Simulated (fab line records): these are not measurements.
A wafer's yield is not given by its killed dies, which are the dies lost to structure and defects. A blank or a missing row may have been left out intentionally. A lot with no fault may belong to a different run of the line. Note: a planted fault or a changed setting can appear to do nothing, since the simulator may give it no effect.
What tool caused it? ; flow nand harc ; 36 wafers from 12 lots sampled at 2 of the route's 1302 steps

## WHAT EACH GAUGE READ, for each wafer
NHARC_A_DECK1_JOINT_THK_MEAS_14: measures by ellipsometry.
lot;measured;on;thk nm (nm)
L076;day 11 20:39;film metro-02;49.9 52.5 48.7
L077;day 12 17:30;film metro-02;52.8 49.6 50.7
L079;day 13 03:57;film metro-02;51.4 53.8 50.3
L081;day 14 09:30;film metro-01;48.7 49.6 50.0
L083;day 15 01:25;film metro-02;51.2 50.2 51.7
L085;day 16 06:09;film metro-02;53.6 52.8 49.0
L087;day 16 14:59;film metro-01;49.9 52.6 52.4
L090;day 18 06:30;film metro-02;50.6 50.4 48.9
L091;day 18 12:30;film metro-01;47.4 51.9 49.4
L093;day 19 07:37;film metro-02;52.8 50.6 49.8
L096;day 20 03:41;film metro-02;52.5 50.5 52.1
L097;day 20 17:39;film metro-02;49.4 49.3 49.9

## WHICH TOOL RAN EACH LOT (tool, then ch and the chambers of the sampled wafers, then the start)
lot;NHARC_A_CHANNEL_FILL_D1_CMP_10
L076;cmp-03 ch 0,1, day 11 08:05
L077;cmp-03 ch 0,1, day 12 04:38
L079;cmp-04 ch 0,2,3, day 12 16:57
L081;cmp-02 ch 0,1, day 13 22:26
L083;cmp-03 ch 0,1,2, day 14 14:25
L085;cmp-02 ch 0,2,3, day 15 17:43
L087;cmp-03 ch 0,1,2, day 16 03:58
L090;cmp-04 ch 0,2,3, day 17 11:22
L091;cmp-04 ch 0,2, day 18 01:29
L093;cmp-03 ch 0,2,3, day 18 20:49
L096;cmp-02 ch 1,3, day 19 16:38
L097;cmp-04 ch 0,1,3, day 20 06:46
- NHARC_A_CHANNEL_FILL_D1_CMP_10: polishes, target thk 150 nm.

## THE ANSWER, worked out from the rows above alone
Rule: the lots themselves supply what counts as usual. The widest of any qualifying gaps counts: lots, ordered by their means at a reading, are off when they make up no more than a third of the lots, leave a main group of 4 or more, and stand apart from it by 3 or more times the standard deviation of that group's means. A main group whose means are all the same, to the digits that the tables above print for the reading, isn't used. Also off: a lot with no number at a reading for which 4 or more lots have one. Any other lot the step has rows for is counted as sound.
No lot is off on any of the readings shown, so nothing can be concluded from this.

## WHAT THE SIMULATOR HAD PUT IN
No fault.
